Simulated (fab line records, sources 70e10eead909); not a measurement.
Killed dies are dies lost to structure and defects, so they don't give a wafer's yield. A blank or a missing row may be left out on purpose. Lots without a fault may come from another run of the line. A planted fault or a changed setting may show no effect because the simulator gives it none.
A struck lot beside a sound one | flow nand_harc | 14 steps out of a route of 1302
Sound: wafers L522.4, L522.5, L522.6. Struck: wafers L518.2, L518.4, L518.5. The cause comes at the end.
At each step with rows: each side's tool, then ch and its chambers, then its first start. Under that, the readings that differ: sound wafers | struck wafers | difference of the means | sigmas: that difference in standard deviations of wafers without a fault.
alike: readings whose means differ by less than 2 such deviations, and words and numbers that are the same on both sides. not compared: withheld readings, readings that some wafer has no value for, bounds like >300 that may hide the same value, and numbers for which the record gives no deviation and whose values overlap.
The two part at a step that has a row with sigmas, a row that says differs or no value, or rows on one side only. Numbers that don't overlap but have no deviation are shown without sigmas and don't part them. A reading that every wafer of one side lacks parts them only if that side has two wafers or more.

first, 1 step without rows for these wafers: NHARC_P_M0_DEVELOP_08 (develop time 35 s).
NHARC_P_M0_CD_MEAS_09: target cd 90 nm.
  sound on cd_sem-03 ch 0, day 12 02:14; struck on cd_sem-03 ch 0, day 10 19:07
  reading    | sound          | struck         | difference | sigmas
  cd_nm (nm) | 90.0 90.6 90.6 | 89.7 88.4 88.5 | -1.5       | -2
NHARC_P_M0_OVL_MEAS_10: pitch 180 nm.
  sound on overlay-02, day 12 02:19; struck on overlay-01, day 10 19:11
  alike: overlay_x_nm, overlay_y_nm
NHARC_P_M0_INSPECT_11:
  sound on defect_inspect-02, day 12 02:22; struck on defect_inspect-01, day 10 19:14
  alike: raw_defect_count
NHARC_P_M0_DESCUM_14: chemistry O2, time 3 s.
  sound on rie_diel-09 ch 0,1, day 12 02:25; struck on rie_diel-09 ch 1,3, day 10 19:18
  alike: drypump_motor_current_A, o2_flow_sccm, oes_product_au, rf_vpp_V, showerhead_plenum_p_Torr, throttle_valve_pct
  not compared: rf_hours_counter_h
then, 1 step without rows for these wafers: NHARC_P_M0_ETCH_34 (etches the open film in N2/H2, target depth 40 nm, overetch 12 nm, time 43.94 s).
NHARC_P_M0_ETCH_15: etches the open film in C4F8/Ar, target depth 150 nm, overetch 15 nm, time 82.5 s.
  sound on rie_diel-09 ch 2,3; struck on rie_diel-09 ch 0,1,2
  alike: oes_product_au, rf_vpp_V
  not compared: rf_hours_counter_h
NHARC_P_M0_CD_MEAS_16:
  sound on cd_sem-03, day 12 02:44; struck on cd_sem-03, day 10 19:35
  reading    | sound          | struck         | difference | sigmas
  cd_nm (nm) | 90.2 90.5 90.4 | 88.8 87.9 88.1 | -2.1       | -3
NHARC_P_M0_STRIP_18: strips in N2/H2.
  sound on rie_diel-09 ch 0,1,2, day 12 02:51; struck on rie_diel-09 ch 0,1,3, day 10 19:43
  alike: drypump_motor_current_A, oes_product_au, rf_vpp_V, showerhead_plenum_p_Torr, throttle_valve_pct
  not compared: rf_hours_counter_h
then, 1 step without rows for these wafers: NHARC_P_M0_STRIP_19 (strips in post etch residue remover, time 600 s).
NHARC_P_M0_DEGAS_28: time 60 s.
  sound on pvd_sputter-01, day 12 03:21; struck on pvd_sputter-03, day 10 20:13
  alike: heater_power_w, susceptor_temp_C
then, 1 step without rows for these wafers: NHARC_P_M0_PRE_CLEAN_29 (time 30 s).
NHARC_P_M0_PVD_20: deposits TaN, target thk 5 nm, time 8.06 s.
  sound on pvd_sputter-01, day 12 03:30; struck on pvd_sputter-03, day 10 20:19
  no value came back on the struck wafers for bias_v (V), cathode_dc_power_W (W), throttle_valve_pct (%); on the sound wafers bias_v (V) reads 167.6 171.0 167.9
NHARC_P_M0_PVD_21: deposits Cu, target thk 30 nm, time 20.49 s.
  sound on pvd_sputter-01; struck on pvd_sputter-03
  alike: cathode_dc_power_W, chamber_pressure_pa, throttle_valve_pct

WHERE THEY PART
First at NHARC_P_M0_CD_MEAS_09; last, within this record, at NHARC_P_M0_PVD_20. Later steps at which nothing parts them and some readings are alike: NHARC_P_M0_PVD_21.

WHY: what the simulator had put in
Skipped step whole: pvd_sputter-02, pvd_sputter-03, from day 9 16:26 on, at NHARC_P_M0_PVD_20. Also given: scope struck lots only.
